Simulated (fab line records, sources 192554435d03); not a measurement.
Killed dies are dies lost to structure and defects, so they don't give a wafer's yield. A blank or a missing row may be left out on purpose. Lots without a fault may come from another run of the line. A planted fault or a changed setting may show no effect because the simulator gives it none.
fab line records | flow n5_finfet
record lots=9 wafers=25 last_day=18
route steps=1938 shown BEOL_M4@1024
lots that met no fault: from a run of the same line without faults
start_h: hours from the record's first day to the start of the lot's first wafer shown | wait_h: hours since the lot's step before | " the same as in the row above | L1.1+2: a row that stands for several wafers | - no value, or no start given | * or withheld: withheld | < > ~ a bound
route shown NAME@n: a module of which the file shows steps, and the number in the route of the first | usual: mean/standard deviation of fault-free wafers | same: alike in all rows | chamber/n: place in a boat | sites: the reading at each site | _std_site: their standard deviation | _edge_site: outer sites' mean less inner sites' | radius_mm: how far each site lies from the wafer's centre | mask NAME#n: copy n | behind: the tool/chamber that last shaped the wafer | hold: why the lot was held/for how many hours/how that ended | device: the transistor (n, p or np) that didn't switch | end of line: the same wafers' tests at the end of the route | a step without rows: its recipe alone | killed: dies lost to structure and defects at the first sort, not the wafer's yield | map: a wafer's dies, x killed, . not, _ none there
set.NAME: the setting as run; set.NAME@STEP: as run at that earlier step | model.NAME: the simulator's own value behind a step, which no gauge read
steps of the route over a sample of lots; a table a step, a row a wafer
services: from which hour (start_h, from the record's first day; less than 0 if before it) a tool's chamber was out of use, for how many hours, and why
## steps
# step N5_BEOL_M4_HM_DEP_02
# recipe material=TiN target_thk_a=200 temp_c=25 chamber_pressure_pa=0.49996
# usual substrate_temp_c=25.00/0.11 throttle_valve_pct=30.0/1.4
# columns lot.wafer tool chamber start_h wait_h substrate_temp_c throttle_valve_pct
L174.1 pvd_sputter-03 - 178.49 0.5 24.94 30.8
L174.3 " - " " 25.12 28.2
L174.5 " - " " 25.02 29.5
L175.1 pvd_sputter-02 - 183.37 0.8 24.93 30.3
L175.3 " - " " 25.03 29.9
L175.6 " - " " 25.03 28.1
L177.2 pvd_sputter-01 - 197.99 0.5 25.11 33.1
L177.4 " - " " 24.90 30.5
L177.6 " - " " 25.01 31.2
L178.1 pvd_sputter-03 - 200.95 2.8 25.01 28.2
L178.6 " - " " 25.03 28.5
L179.1 pvd_sputter-03 - 201.97 2.6 24.99 28.3
L179.2 " - " " 24.95 28.2
L189.1 pvd_sputter-01 - 255.03 1.1 25.18 31.1
L189.2 " - " " 25.16 33.4
L189.4 " - " " 24.89 30.4
L192.2 pvd_sputter-02 - 295.34 0.7 25.05 31.0
L192.3 " - " " 25.23 30.0
L192.5 " - " " 25.18 30.0
L194.3 pvd_sputter-03 - 295.36 0.4 24.91 28.4
L194.4 " - " " 25.10 28.0
L194.5 " - " " 25.10 31.0
L195.1 pvd_sputter-01 - 310.44 1.7 25.08 30.3
L195.3 " - " " 24.97 33.5
L195.4 " - " " 24.90 31.4
# step N5_BEOL_M4_CD_MEAS_18
# recipe pitch_nm=36 target_cd_nm=18
# usual cd_nm=17.9/0.37
# columns lot.wafer tool chamber start_h wait_h cd_nm
L174.1 cd_sem-01 - 179.47 0.0 17.4
L174.3 " - " " 17.8
L174.5 " - " " 17.7
L175.1 cd_sem-01 - 184.32 0.0 17.5
L175.3 " - " " 18.3
L175.6 " - " " 18.4
L177.2 cd_sem-03 - 198.94 0.1 17.9
L177.4 " - " " 18.0
L177.6 " - " " 17.7
L178.1 cd_sem-02 - 202.14 0.0 18.7
L178.6 " - " " 18.1
L179.1 cd_sem-03 - 203.02 0.0 17.4
L179.2 " - " " 18.4
L189.1 cd_sem-03 - 256.08 0.0 18.3
L189.2 " - " " 17.8
L189.4 " - " " 17.8
L192.2 cd_sem-03 - 296.59 0.1 17.7
L192.3 " - " " 16.9
L192.5 " - " " 18.1
L194.3 cd_sem-03 - 296.82 0.1 18.7
L194.4 " - " " 17.8
L194.5 " - " " 18.1
L195.1 cd_sem-03 - 312.05 0.1 18.2
L195.3 " - " " 17.9
L195.4 " - " " 18.0
# step N5_BEOL_M4_ETCH_69
# recipe chemistry=CF4 target=SiARC target_depth_a=156 mask_material=CAR-EUV time_s=26 ion_energy_ev=80 pressure_mtorr=40 source_w=545 bias_w=36 Ar_flow_sccm=100 cf4_flow_sccm=100 ends=cleared
# usual chamber_pressure_mTorr=39.99/0.039 drypump_motor_current_A=5.8/0.39 etch_rf_on_time_s=25.9/0.7 oes_product_au=0.71/0.064 rf_vpp_V=184.1/1.3 showerhead_plenum_p_Torr=2.16/0.095 throttle_valve_pct=15.57/0.2
# columns lot.wafer tool chamber start_h wait_h chamber_pressure_mTorr drypump_motor_current_A etch_rf_on_time_s oes_product_au rf_hours_counter_h rf_vpp_V showerhead_plenum_p_Torr throttle_valve_pct
L174.1 rie_diel-03 2 180.03 0.0 39.95 5.6 26.7 0.58 232 183.1 2.02 15.88
L174.3 " 3 " " 39.95 6.4 25.4 0.62 190 184.1 2.12 15.49
L174.5 " 1 " " 39.97 5.4 25.2 0.76 - 184.8 2.25 15.48
L175.1 rie_diel-03 2 184.94 0.0 40.01 5.6 26.9 0.58 234 182.0 2.02 15.89
L175.3 " 0 " " 40.04 5.6 25.5 0.84 2 184.9 2.29 15.22
L175.6 " 3 " " 40.03 6.4 25.5 0.61 - 183.0 2.12 15.48
L177.2 rie_diel-01 1 199.43 0.0 40.06 5.8 24.9 0.76 65 183.1 2.10 15.43
L177.4 " 3 " " 40.00 6.5 24.9 0.75 - 186.5 2.29 15.83
L177.6 " 0 " " 40.03 5.6 26.4 0.74 - 184.0 2.10 15.51
L178.1 rie_diel-01 3 202.76 0.0 40.01 6.5 24.9 0.76 40 185.2 2.29 15.83
L178.6 " 3 " " 40.05 6.4 24.6 0.76 - 184.1 2.29 15.83
L179.1 rie_diel-05 2 203.53 0.0 39.95 5.6 26.5 0.71 63 184.0 2.25 15.47
L179.2 " 0 " " 39.98 5.5 26.4 0.66 122 181.3 1.97 15.87
L189.1 rie_diel-05 2 257.51 0.0 40.01 5.7 26.7 0.69 85 185.5 2.24 15.53
L189.2 " 0 " " 40.05 5.6 26.6 0.65 143 182.0 1.97 15.90
L189.4 " 3 " " 40.01 5.5 25.5 0.79 10 185.4 2.20 15.58
L192.2 rie_diel-01 2 297.21 0.0 39.93 5.1 25.5 0.74 50 182.6 2.08 15.33
L192.3 " 3 " " 39.96 6.5 24.9 0.72 75 186.3 2.28 15.92
L192.5 " 0 " " 40.09 5.6 26.6 0.69 - 183.3 2.08 15.58
L194.3 rie_diel-05 0 297.43 0.0 39.99 5.5 26.3 0.63 154 182.2 1.96 15.93
L194.4 " 2 " " 39.98 5.6 26.5 0.68 97 186.3 2.24 15.56
L194.5 " 1 " " 39.97 5.6 26.5 0.71 - 182.4 2.10 15.55
L195.1 rie_diel-03 1 312.93 0.0 39.98 5.4 25.1 0.70 99 188.1 2.23 15.59
L195.3 " 3 " " 39.91 6.4 25.5 0.58 234 182.9 2.11 15.59
L195.4 " 1 " " 39.95 5.5 25.2 0.70 - 184.3 2.23 15.61
# step N5_BEOL_M4_ETCHBACK_99
# recipe chemistry=CHF3 target=SiO2 target_depth_a=50 time_s=10.4 source_w=215 bias_w=47 Ar_flow_sccm=200 CHF3_flow_sccm=12 ion_energy_ev=100 pressure_mtorr=30
# usual chamber_pressure_mTorr=29.999/0.028 drypump_motor_current_A=5.8/0.46 oes_product_au=0.85/0.042 rf_vpp_V=244/4.4 showerhead_plenum_p_Torr=2.16/0.095 throttle_valve_pct=17.02/0.23
# columns lot.wafer tool chamber start_h wait_h chamber_pressure_mTorr drypump_motor_current_A oes_product_au rf_hours_counter_h rf_vpp_V showerhead_plenum_p_Torr throttle_valve_pct
L174.1 rie_diel-01 1 198.02 17.9 29.959 5.8 0.87 65 237 2.10 16.90
L174.3 " 3 " " 29.996 6.5 0.89 38 248 2.31 17.34
L174.5 " 1 " " 30.010 5.8 0.88 - 240 2.10 16.89
L175.1 rie_diel-01 0 204.87 19.7 29.996 5.6 0.87 31 243 2.11 17.01
L175.3 " 3 " " 29.948 6.4 0.87 40 248 2.31 17.34
L175.6 " 1 " " 29.982 5.8 0.87 - 240 2.10 16.89
L177.2 rie_diel-01 1 213.03 13.5 30.042 5.8 0.87 71 239 2.10 16.90
L177.4 " 0 " " 30.060 5.7 0.86 35 242 2.11 17.03
L177.6 " 3 " " 30.027 6.5 0.87 - 249 2.31 17.35
L178.1 rie_diel-01 2 224.73 21.8 30.034 5.1 0.92 22 249 2.09 16.71
L178.6 " 2 " " 30.023 5.0 0.92 - 249 2.09 16.69
L179.1 rie_diel-01 1 227.18 23.5 30.007 5.8 0.70 75 239 2.10 16.89
L179.2 " 2 " " 29.938 5.1 0.92 23 248 2.09 16.70
L189.1 rie_diel-03 2 272.55 14.9 29.994 5.7 0.95 1 248 2.30 16.92
L189.2 " 0 " " 30.011 5.6 0.90 28 246 2.28 16.66
L189.4 " 3 " " 29.988 6.4 0.69 217 248 2.12 16.96
L192.2 rie_diel-03 3 306.84 9.5 30.015 6.4 0.69 232 249 2.11 16.96
L192.3 " 1 " " 29.995 5.5 0.82 96 248 2.26 17.13
L192.5 " 3 " " 29.972 6.4 0.69 - 248 2.11 16.98
L194.3 rie_diel-03 1 311.25 13.7 29.983 5.4 0.82 98 248 2.26 17.14
L194.4 " 3 " " 29.982 6.4 0.68 234 248 2.11 16.96
L194.5 " 1 " " 30.024 5.5 0.83 - 249 2.26 17.16
L195.1 rie_diel-05 1 315.97 2.7 29.988 5.6 0.83 61 236 2.11 17.06
L195.3 " 2 " " 29.977 5.6 0.79 104 246 2.24 16.92
L195.4 " 0 " " 29.963 5.6 0.75 160 236 1.97 17.42
# step N5_BEOL_M4_RC_MEAS_101
# usual DIBL_N=36.1/1.6 DIBL_P=35.8/2 IOFF_N=0.157/0.029 IOFF_P=0.21/0.034 ION_N=677/13 ION_P=465/8.1 SS_N=71.3/0.61 SS_P=73.2/0.65 VT_N=249/3.3 VT_P=-250/3.2
# columns lot.wafer tool chamber start_h wait_h DIBL_N[mV/V] DIBL_P[mV/V] IOFF_N[nA/um] IOFF_P[nA/um] ION_N[uA/um] ION_P[uA/um] SS_N[mV/dec] SS_P[mV/dec] VT_N[mV] VT_P[mV]
L174.1 prober-02 0 205.39 0.0 37.6 37.7 0.208 0.24 694 467 71.5 74.4 245 -250
L174.3 " 0 " " 35.0 34.2 0.148 0.19 678 468 71.5 73.2 247 -250
L174.5 " 0 " " 36.7 37.0 0.181 0.23 676 460 71.1 73.8 247 -248
L175.1 prober-02 0 208.97 0.0 36.0 33.8 0.128 0.19 644 452 70.7 72.8 254 -255
L175.3 " 0 " " 39.0 39.3 0.195 0.27 685 472 71.7 73.7 249 -247
L175.6 " 0 " " 35.8 34.8 0.135 0.20 658 451 71.0 73.5 253 -252
L177.2 prober-01 0 217.49 0.2 33.4 31.8 0.111 0.16 658 455 70.3 72.7 254 -255
L177.4 " 0 " " 35.9 34.4 0.152 0.20 693 473 70.8 72.9 248 -249
L177.6 " 0 " " 33.6 31.7 0.112 0.16 679 467 70.9 72.5 253 -254
L178.1 prober-01 0 229.16 0.0 36.8 34.7 0.162 0.22 686 473 71.3 73.4 246 -247
L178.6 " 0 " " 37.4 35.3 0.169 0.23 670 464 71.2 72.9 247 -248
L179.1 prober-02 0 232.10 0.0 36.2 36.1 0.169 0.23 684 462 71.8 73.3 250 -249
L179.2 " 0 " " 38.4 37.5 0.224 0.26 684 466 72.4 74.9 246 -246
L189.1 prober-01 0 276.90 0.0 38.0 38.6 0.177 0.21 685 464 71.6 73.8 247 -251
L189.2 " 0 " " 34.2 34.1 0.116 0.15 669 459 70.7 71.3 253 -256
L189.4 " 0 " " 36.3 35.9 0.141 0.18 666 455 71.8 72.8 254 -251
L192.2 prober-01 0 313.16 0.2 34.8 34.1 0.139 0.19 680 466 70.9 72.9 250 -251
L192.3 " 0 " " 35.3 34.8 0.144 0.19 671 457 70.9 72.8 251 -251
L192.5 " 0 " " 35.4 35.1 0.147 0.20 667 456 71.1 73.9 249 -253
L194.3 prober-02 0 315.75 0.3 38.4 38.3 0.216 0.26 694 470 71.6 73.8 246 -246
L194.4 " 0 " " 35.2 34.8 0.145 0.21 676 467 71.3 72.8 251 -248
L194.5 " 0 " " 35.5 34.9 0.156 0.21 684 465 71.2 72.8 251 -250
L195.1 prober-02 0 321.63 0.0 36.3 36.8 0.149 0.21 681 467 71.3 72.9 248 -253
L195.3 " 0 " " 34.6 35.0 0.125 0.17 665 463 71.1 73.0 251 -256
L195.4 " 0 " " 37.7 38.3 0.171 0.22 680 469 71.8 73.6 250 -250
## services
# columns tool chamber start_h hours kind
rie_diel-03 2 165.53 5.8 repair
rie_diel-05 0 191.10 10.4 repair
rie_diel-01 2 193.46 18.9 repair
rie_diel-03 2 206.92 7.6 repair
rie_diel-05 3 208.59 - clean
rie_diel-05 3 208.59 - consumable_replace:focus_ring
rie_diel-05 3 208.59 21.5 scheduled_down
rie_diel-05 3 208.59 21.5 vent_cycle
rie_diel-03 2 243.45 - clean
rie_diel-03 2 243.45 - consumable_replace:focus_ring
rie_diel-03 2 243.45 - consumable_replace:showerhead
rie_diel-03 2 243.45 24.1 scheduled_down
rie_diel-03 2 243.45 24.1 vent_cycle
rie_diel-03 - 255.51 15.6 pm
rie_diel-05 - 266.94 15.6 pm
rie_diel-01 - 288.94 2.8 pm
rie_diel-05 0 293.56 3.4 repair
## key
first_sign step=N5_BEOL_M4_ETCHBACK_99 reading=oes_product_au direction=down sigmas=3.6 usual=0.85 struck=0.70
effect none on later readings
met_at N5_BEOL_M4_ETCHBACK_99
struck_lots L179
struck_wafers L179.1
not_acting_at N5_BEOL_M4_HM_DEP_02,N5_BEOL_M4_CD_MEAS_18,N5_BEOL_M4_ETCH_69
onset_between 213.03 227.18
fault kind=process_parameter_drift tool=rie_diel-01 chamber=1 onset_h=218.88 steps=N5_BEOL_M4_ETCHBACK_99 channel=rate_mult offset=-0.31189 shape=step
